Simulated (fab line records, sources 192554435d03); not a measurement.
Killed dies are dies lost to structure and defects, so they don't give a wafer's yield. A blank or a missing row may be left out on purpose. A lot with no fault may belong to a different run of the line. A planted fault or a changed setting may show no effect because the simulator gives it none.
What tool caused it?	flow n5Finfet	23 lots with 69 wafers sampled at 6 steps, on a route of 1938 steps

## WHAT THE GAUGES SHOWED, per wafer
The record holds no reading of a measuring or inspecting step that can be judged against a usual standard deviation.

## WHAT TOOL EACH LOT RAN ON (gives the tool, then ch and the chambers of the sampled wafers, and finally the start)
lot	N5_BEOL_M3_SPUTTER_90	N5_BEOL_M3_PRE_CLEAN_60	N5_BEOL_M4_DESCUM_16	N5_BEOL_M4_ETCH_63	N5_BEOL_M4_ETCH_64	N5_BEOL_M4_STRIP_66
L075	pvdSputter-03, day 7 02:59	cvdCo-01 ch 0,2, day 7 04:30	rieDiel-05 ch 0,2,3, day 7 06:28	rieDiel-05 ch 0,2,3, day 7 06:31	rieDiel-05 ch 0,2,3, day 7 06:32	rieDiel-05 ch 0,2,3, day 7 06:40
L074	pvdSputter-03, day 7 07:27	cvdCo-01 ch 0,2, day 7 08:58	rieDiel-04 ch 0,2,3, day 7 10:50	rieDiel-04 ch 0,2,3, day 7 10:53	rieDiel-04 ch 0,2,3, day 7 10:55	rieDiel-04 ch 0,2,3, day 7 11:04
L076	pvdSputter-01, day 7 20:54	cvdCo-01 ch 0,1,2, day 7 22:40	rieDiel-05 ch 0,2,3, day 8 01:17	rieDiel-05 ch 0,2,3, day 8 01:20	rieDiel-05 ch 0,2,3, day 8 01:22	rieDiel-05 ch 0,2,3, day 8 01:30
L077	pvdSputter-02, day 8 05:04	cvdCo-02 ch 0,2, day 8 06:38	rieDiel-05 ch 0,1,2, day 8 09:54	rieDiel-05 ch 0,1,2, day 8 09:57	rieDiel-05 ch 0,1,2, day 8 09:58	rieDiel-05 ch 0,1,2, day 8 10:07
L078	pvdSputter-03, day 8 13:54	cvdCo-02 ch 0,1,2, day 8 15:23	rieDiel-05 ch 1,2,3, day 8 16:46	rieDiel-05 ch 1,2,3, day 8 16:49	rieDiel-05 ch 1,2,3, day 8 16:50	rieDiel-05 ch 1,2,3, day 8 16:58
L079	pvdSputter-01, day 8 21:19	cvdCo-01 ch 0,2, day 8 22:48	rieDiel-04 ch 1,3, day 9 02:16	rieDiel-04 ch 1,3, day 9 02:21	rieDiel-04 ch 1,3, day 9 02:23	rieDiel-04 ch 1,3, day 9 02:35
L080	pvdSputter-02, day 9 01:07	cvdCo-02 ch 0,1,2, day 9 02:36	rieDiel-03 ch 0,3, day 9 03:43	rieDiel-03 ch 0,3, day 9 03:46	rieDiel-03 ch 0,3, day 9 03:47	rieDiel-03 ch 0,3, day 9 03:55
L082	pvdSputter-02, day 9 04:12	cvdCo-02 ch 1,2, day 9 05:44	rieDiel-03 ch 0,2, day 9 06:54	rieDiel-03 ch 0,2, day 9 06:57	rieDiel-03 ch 0,2, day 9 06:59	rieDiel-03 ch 0,2, day 9 07:07
L081	pvdSputter-03, day 9 04:22	cvdCo-02 ch 0,1,2, day 9 05:55	rieDiel-03 ch 0,1, day 9 07:08	rieDiel-03 ch 0,1, day 9 07:11	rieDiel-03 ch 0,1, day 9 07:13	rieDiel-03 ch 0,1, day 9 07:20
L083	pvdSputter-01, day 9 10:49	cvdCo-01 ch 0,1,2, day 9 12:19	rieDiel-04 ch 1,3, day 9 13:19	rieDiel-04 ch 1,3, day 9 13:24	rieDiel-04 ch 1,3, day 9 13:29	rieDiel-04 ch 1,3, day 9 13:38
L084	pvdSputter-03, day 9 11:53	cvdCo-01 ch 1,2, day 9 13:22	rieDiel-04 ch 1,3, day 9 15:24	rieDiel-04 ch 1,3, day 9 15:27	rieDiel-04 ch 1,3, day 9 15:29	rieDiel-04 ch 1,3, day 9 15:37
L085	pvdSputter-01, day 10 10:23	cvdCo-02 ch 0,1, day 10 11:52	rieDiel-04 ch 1,2,3, day 10 14:46	rieDiel-04 ch 1,2,3, day 10 14:49	rieDiel-04 ch 1,2,3, day 10 14:50	rieDiel-04 ch 1,2,3, day 10 14:59
L087	pvdSputter-02, day 10 13:18	cvdCo-02 ch 0,1,2, day 10 14:47	rieDiel-03 ch 0,1, day 10 16:38	rieDiel-03 ch 0,1, day 10 16:41	rieDiel-03 ch 0,1, day 10 16:43	rieDiel-03 ch 0,1, day 10 16:51
L086	pvdSputter-01, day 10 13:43	cvdCo-01 ch 1,2, day 10 15:14	rieDiel-05 ch 2,3, day 10 16:58	rieDiel-05 ch 2,3, day 10 17:01	rieDiel-05 ch 2,3, day 10 17:02	rieDiel-05 ch 2,3, day 10 17:10
L088	pvdSputter-01, day 10 16:37	cvdCo-01 ch 1,2, day 10 18:11	rieDiel-03 ch 1,2,3, day 10 21:14	rieDiel-03 ch 1,2,3, day 10 21:17	rieDiel-03 ch 1,2,3, day 10 21:19	rieDiel-03 ch 1,2,3, day 10 21:26
L089	pvdSputter-01, day 11 16:39	cvdCo-01 ch 0,1,2, day 11 18:08	rieDiel-05 ch 1,3, day 11 20:22	rieDiel-05 ch 1,3, day 11 20:25	rieDiel-05 ch 1,3, day 11 20:26	rieDiel-05 ch 1,3, day 11 20:34
L091	pvdSputter-02, day 11 16:40	cvdCo-02 ch 0,1,2, day 11 18:10	rieDiel-03 ch 1,2,3, day 11 20:31	rieDiel-03 ch 1,2,3, day 11 20:33	rieDiel-03 ch 1,2,3, day 11 20:38	rieDiel-03 ch 1,2,3, day 11 20:43
L092	pvdSputter-02, day 12 05:38	cvdCo-01 ch 1,2, day 12 07:07	rieDiel-03 ch 2,3, day 12 10:04	rieDiel-03 ch 2,3, day 12 10:07	rieDiel-03 ch 2,3, day 12 10:08	rieDiel-03 ch 2,3, day 12 10:16
L093	pvdSputter-03, day 12 08:18	cvdCo-02 ch 0,2, day 12 09:47	rieDiel-04 ch 1,2,3, day 12 10:57	rieDiel-04 ch 1,2,3, day 12 11:00	rieDiel-04 ch 1,2,3, day 12 11:02	rieDiel-04 ch 1,2,3, day 12 11:10
L094	pvdSputter-02, day 12 08:33	cvdCo-01 ch 0,1,2, day 12 10:04	rieDiel-04 ch 0,1,3, day 12 13:04	rieDiel-04 ch 0,1,3, day 12 13:07	rieDiel-04 ch 0,1,3, day 12 13:08	rieDiel-04 ch 0,1,3, day 12 13:16
L095	pvdSputter-01, day 12 11:40	cvdCo-01 ch 1,2, day 12 13:14	rieDiel-04 ch 2,3, day 12 14:44	rieDiel-04 ch 2,3, day 12 14:47	rieDiel-04 ch 2,3, day 12 14:49	rieDiel-04 ch 2,3, day 12 14:57
L096	pvdSputter-02, day 12 17:52	cvdCo-02 ch 1,2, day 12 19:24	rieDiel-03 ch 2,3, day 12 22:13	rieDiel-03 ch 2,3, day 12 22:16	rieDiel-03 ch 2,3, day 12 22:17	rieDiel-03 ch 2,3, day 12 22:25
L097	pvdSputter-02, day 12 20:34	cvdCo-02 ch 1,2, day 12 22:04	rieDiel-03 ch 2,3, day 12 23:03	rieDiel-03 ch 2,3, day 12 23:06	rieDiel-03 ch 2,3, day 12 23:08	rieDiel-03 ch 2,3, day 12 23:16
- N5_BEOL_M3_SPUTTER_90: material Cu, target thk 4.5 nm, time 8.29 s.
- N5_BEOL_M3_PRE_CLEAN_60: time 15 s.
- N5_BEOL_M4_DESCUM_16: chemistry O2, time 7 s.
- N5_BEOL_M4_ETCH_63: etches SiARC in CF4, target depth 15.6 nm, time 26 s.
- N5_BEOL_M4_ETCH_64: etches SOC in N2/H2, target depth 75 nm, overetch 22.5 nm, time 121.9 s.
- N5_BEOL_M4_STRIP_66: strips in CF4.

## WHAT THE TOOLS THEMSELVES READ (means of the sampled wafers that have a number; where no wafer has one, the mark that the record gives instead)
N5_BEOL_M3_SPUTTER_90.
lot	tool	throttleValvePct (%)
L075	pvdSputter-03	30.3
L074	pvdSputter-03	31.0
L076	pvdSputter-01	30.9
L077	pvdSputter-02	30.2
L078	pvdSputter-03	30.4
L079	pvdSputter-01	29.5
L080	pvdSputter-02	29.4
L082	pvdSputter-02	29.5
L081	pvdSputter-03	30.3
L083	pvdSputter-01	29.8
L084	pvdSputter-03	30.5
L085	pvdSputter-01	29.4
L087	pvdSputter-02	29.4
L086	pvdSputter-01	30.0
L088	pvdSputter-01	30.0
L089	pvdSputter-01	29.6
L091	pvdSputter-02	29.3
L092	pvdSputter-02	29.5
L093	pvdSputter-03	29.7
L094	pvdSputter-02	30.0
L095	pvdSputter-01	29.9
L096	pvdSputter-02	29.4
L097	pvdSputter-02	30.1

N5_BEOL_M3_PRE_CLEAN_60.
lot	tool	heaterPowerOuterW (W)	heaterPowerW (W)
L075	cvdCo-01	33	112
L074	cvdCo-01	37	121
L076	cvdCo-01	30	107
L077	cvdCo-02	20	84
L078	cvdCo-02	15	76
L079	cvdCo-01	33	112
L080	cvdCo-02	15	76
L082	cvdCo-02	10	67
L081	cvdCo-02	15	77
L083	cvdCo-01	31	107
L084	cvdCo-01	28	102
L085	cvdCo-02	6	65
L087	cvdCo-02	15	77
L086	cvdCo-01	29	100
L088	cvdCo-01	28	101
L089	cvdCo-01	31	107
L091	cvdCo-02	15	77
L092	cvdCo-01	35	115
L093	cvdCo-02	20	84
L094	cvdCo-01	31	107
L095	cvdCo-01	28	99
L096	cvdCo-02	19	81
L097	cvdCo-02	10	67

N5_BEOL_M4_DESCUM_16.
lot	tool	drypumpMotorCurrentA (A)	oesProductAu (a.u.)	rfVppV (V)	showerheadPlenumPTorr (Torr)	throttleValvePct (%)
L075	rieDiel-05	5.4	0.79	243.6	2.10	20.10
L074	rieDiel-04	5.8	0.79	242.3	2.07	20.59
L076	rieDiel-05	5.4	0.78	243.6	2.10	20.11
L077	rieDiel-05	5.5	0.84	241.9	2.06	20.06
L078	rieDiel-05	5.5	0.80	242.9	2.08	20.33
L079	rieDiel-04	6.1	0.76	244.3	2.18	20.76
L080	rieDiel-03	6.0	0.81	242.0	2.04	20.42
L082	rieDiel-03	6.1	0.87	241.8	2.03	20.32
L081	rieDiel-03	5.6	0.81	242.2	2.05	20.42
L083	rieDiel-04	6.2	0.80	245.4	2.20	20.72
L084	rieDiel-04	6.3	0.81	245.0	2.20	20.71
L085	rieDiel-04	6.1	0.84	244.9	2.21	20.53
L087	rieDiel-03	5.3	0.74	242.3	2.06	20.49
L086	rieDiel-05	5.4	0.73	241.6	2.06	20.26
L088	rieDiel-03	6.0	0.74	242.4	2.06	20.47
L089	rieDiel-05	5.7	0.81	243.4	2.08	20.47
L091	rieDiel-03	6.0	0.73	241.8	2.06	20.48
L092	rieDiel-03	6.5	0.76	241.9	2.04	20.39
L093	rieDiel-04	6.1	0.93	244.4	2.21	20.40
L094	rieDiel-04	6.0	0.90	243.7	2.14	20.54
L095	rieDiel-04	5.9	0.95	245.1	2.22	20.21
L096	rieDiel-03	6.5	0.76	242.0	2.04	20.40
L097	rieDiel-03	6.5	0.76	242.3	2.04	20.41

N5_BEOL_M4_ETCH_63.
lot	tool	drypumpMotorCurrentA (A)	etchRfOnTimeS (s)	oesProductAu (a.u.)	rfVppV (V)	showerheadPlenumPTorr (Torr)	throttleValvePct (%)
L075	rieDiel-05	5.4	25.9	0.69	184.5	2.16	15.38
L074	rieDiel-04	5.8	26.1	0.67	183.3	2.11	15.73
L076	rieDiel-05	5.4	26.2	0.68	184.3	2.16	15.40
L077	rieDiel-05	5.5	26.5	0.72	183.9	2.12	15.32
L078	rieDiel-05	5.5	26.5	0.68	184.2	2.13	15.55
L079	rieDiel-04	6.1	26.4	0.65	184.6	2.22	15.85
L080	rieDiel-03	6.0	25.4	0.69	183.7	2.10	15.59
L082	rieDiel-03	6.1	25.6	0.74	183.2	2.09	15.48
L081	rieDiel-03	5.6	25.6	0.70	183.4	2.10	15.58
L083	rieDiel-04	6.3	26.0	0.70	185.0	2.23	15.77
L084	rieDiel-04	6.2	26.2	0.69	185.2	2.23	15.77
L085	rieDiel-04	6.1	26.0	0.72	186.0	2.24	15.61
L087	rieDiel-03	5.4	25.3	0.65	184.0	2.10	15.66
L086	rieDiel-05	5.3	26.8	0.63	183.9	2.11	15.50
L088	rieDiel-03	6.0	25.7	0.63	183.2	2.10	15.65
L089	rieDiel-05	5.7	27.0	0.67	183.6	2.12	15.70
L091	rieDiel-03	6.0	25.9	0.62	183.8	2.10	15.66
L092	rieDiel-03	6.5	25.8	0.65	183.0	2.09	15.59
L093	rieDiel-04	6.1	25.5	0.79	184.9	2.23	15.45
L094	rieDiel-04	6.0	25.8	0.77	184.5	2.18	15.63
L095	rieDiel-04	5.9	25.7	0.81	184.9	2.24	15.28
L096	rieDiel-03	6.5	25.5	0.65	182.9	2.09	15.59
L097	rieDiel-03	6.5	25.6	0.64	183.2	2.09	15.59

N5_BEOL_M4_ETCH_64.
lot	tool	drypumpMotorCurrentA (A)	oesProductAu (a.u.)	rfVppV (V)	showerheadPlenumPTorr (Torr)	throttleValvePct (%)
L075	rieDiel-05	5.5	0.61	524.7	2.56	17.51
L074	rieDiel-04	5.8	0.59	522.7	2.50	17.89
L076	rieDiel-05	5.4	0.61	523.7	2.56	17.52
L077	rieDiel-05	5.5	0.65	522.3	2.51	17.44
L078	rieDiel-05	5.5	0.61	523.8	2.52	17.64
L079	rieDiel-04	6.1	0.58	525.9	2.64	18.13
L080	rieDiel-03	6.0	0.61	522.4	2.49	17.90
L082	rieDiel-03	6.1	0.64	522.9	2.49	17.82
L081	rieDiel-03	5.6	0.61	522.2	2.49	17.82
L083	rieDiel-04	6.3	0.62	526.8	2.67	18.07
L084	rieDiel-04	6.2	0.61	527.3	2.67	18.06
L085	rieDiel-04	6.1	0.64	527.2	2.67	17.84
L087	rieDiel-03	5.4	0.56	522.0	2.49	17.78
L086	rieDiel-05	5.4	0.57	522.8	2.51	17.61
L088	rieDiel-03	6.0	0.55	522.3	2.48	17.80
L089	rieDiel-05	5.8	0.61	522.7	2.52	17.76
L091	rieDiel-03	6.0	0.55	522.8	2.48	17.82
L092	rieDiel-03	6.5	0.57	521.5	2.48	17.81
L093	rieDiel-04	6.1	0.69	527.1	2.67	17.69
L094	rieDiel-04	6.0	0.68	525.6	2.59	17.88
L095	rieDiel-04	5.9	0.72	527.8	2.67	17.45
L096	rieDiel-03	6.5	0.57	521.1	2.47	17.83
L097	rieDiel-03	6.5	0.57	521.5	2.47	17.83

N5_BEOL_M4_STRIP_66.
lot	tool	drypumpMotorCurrentA (A)	oesProductAu (a.u.)	rfVppV (V)	showerheadPlenumPTorr (Torr)	throttleValvePct (%)
L075	rieDiel-05	5.4	0.79	271.0	1.81	13.36
L074	rieDiel-04	5.8	0.77	270.5	1.77	13.68
L076	rieDiel-05	5.5	0.78	271.6	1.81	13.38
L077	rieDiel-05	5.5	0.85	270.4	1.77	13.26
L078	rieDiel-05	5.5	0.80	271.4	1.79	13.54
L079	rieDiel-04	6.1	0.75	273.0	1.86	13.82
L080	rieDiel-03	6.0	0.79	270.7	1.75	13.54
L082	rieDiel-03	6.1	0.84	270.3	1.75	13.39
L081	rieDiel-03	5.5	0.80	270.5	1.75	13.51
L083	rieDiel-04	6.2	0.80	272.3	1.87	13.72
L084	rieDiel-04	6.3	0.80	273.9	1.87	13.72
L085	rieDiel-04	6.1	0.83	272.0	1.87	13.56
L087	rieDiel-03	5.3	0.74	270.5	1.76	13.63
L086	rieDiel-05	5.3	0.75	270.7	1.78	13.52
L088	rieDiel-03	6.0	0.72	270.4	1.76	13.64
L089	rieDiel-05	5.7	0.80	270.6	1.79	13.68
L091	rieDiel-03	6.0	0.72	270.5	1.76	13.66
L092	rieDiel-03	6.5	0.75	270.9	1.76	13.56
L093	rieDiel-04	6.1	0.90	272.5	1.87	13.40
L094	rieDiel-04	6.0	0.89	271.6	1.82	13.56
L095	rieDiel-04	5.9	0.93	272.2	1.88	13.21
L096	rieDiel-03	6.5	0.74	270.7	1.75	13.57
L097	rieDiel-03	6.5	0.74	270.5	1.75	13.58

## THE ANSWER, worked out from the rows above alone
Rule: the lots themselves supply what counts as usual. The widest of any qualifying gaps counts: lots, ordered by their means at a reading, are off when they make up no more than a third of the lots, leave a main group of 4 or more, and stand apart from it by 3 or more times the standard deviation of that group's means. A main group is skipped when, at the precision printed for the reading in the tables above, its means are all equal. Also off: a lot with no number at a reading for which 4 or more lots have one. All remaining lots with rows at the step are treated as sound. First the gauges in route order, then the tools' own readings, where a lot's mean is used as printed above. At the first step where some lot is off, the reading lying furthest off is the one used; lots without a number count as furthest.
No lot is off on any of the readings shown, so nothing can be concluded from this.

## WHAT WAS PUT IN BY THE SIMULATOR
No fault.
